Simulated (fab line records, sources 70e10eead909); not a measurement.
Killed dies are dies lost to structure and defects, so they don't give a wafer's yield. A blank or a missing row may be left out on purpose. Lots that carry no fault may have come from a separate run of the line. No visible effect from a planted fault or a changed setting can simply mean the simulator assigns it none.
Chamber matching + flow nand harc + NHARC_A_CONTACT_ETCH_102 on rie diel-10 has 4 sister chambers
The step etches the open film in CF4/O2, target depth 100 nm, overetch 10 nm, time 55 s. 4 wafers are shown with their chamber, then 12 later ones without.

WAFERS, EACH WITH ITS CHAMBER
| wafer  | chamber | drypump motor current A (A) |
|--------|---------|-----------------------------|
| L088.2 | 2       | 5.8                         |
| L089.5 | 1       | 6.5                         |
| L091.1 | 0       | 5.3                         |
| L091.5 | 3       | 6.5                         |

WAFERS WITHOUT THEIR CHAMBER
| wafer  | drypump motor current A (A) |
|--------|-----------------------------|
| L090.3 | 5.8                         |
| L090.4 | 6.5                         |
| L090.6 | 5.8                         |
| L093.3 | 5.7                         |
| L093.4 | 6.5                         |
| L093.5 | 5.8                         |
| L094.1 | 5.3                         |
| L094.2 | 6.5                         |
| L094.5 | 6.5                         |
| L097.3 | 5.3                         |
| L097.4 | 6.5                         |
| L097.5 | 6.5                         |

THE CHAMBER EACH PASSED THROUGH
| wafer  | from the rows above     | in truth |
|--------|-------------------------|----------|
| L090.3 | 2                       | 2        |
| L090.4 | can't be placed: 1 or 3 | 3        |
| L090.6 | 2                       | 2        |
| L093.3 | 2                       | 2        |
| L093.4 | can't be placed: 1 or 3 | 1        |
| L093.5 | 2                       | 2        |
| L094.1 | 0                       | 0        |
| L094.2 | can't be placed: 1 or 3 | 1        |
| L094.5 | can't be placed: 1 or 3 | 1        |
| L097.3 | 0                       | 0        |
| L097.4 | can't be placed: 1 or 3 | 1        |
| L097.5 | can't be placed: 1 or 3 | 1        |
Placed correctly: 6 of 12. Can't be placed from these rows: 6 (the true chamber is among the candidates in 6). 0 placed wrongly.
How it was worked out, from the rows above alone: a wafer's distance from a chamber is the root of the sum, over the readings, of the square of ((its reading less the chamber's mean) divided by the reading's scatter). The wafer belongs to the nearest chamber; if the next one is less than 2 further off, it can't be placed. The mean given for a chamber averages the wafers shown for that chamber. The scatter: root of mean squared gap, hidden wafer to nearest shown wafer, with one shown wafer a chamber.
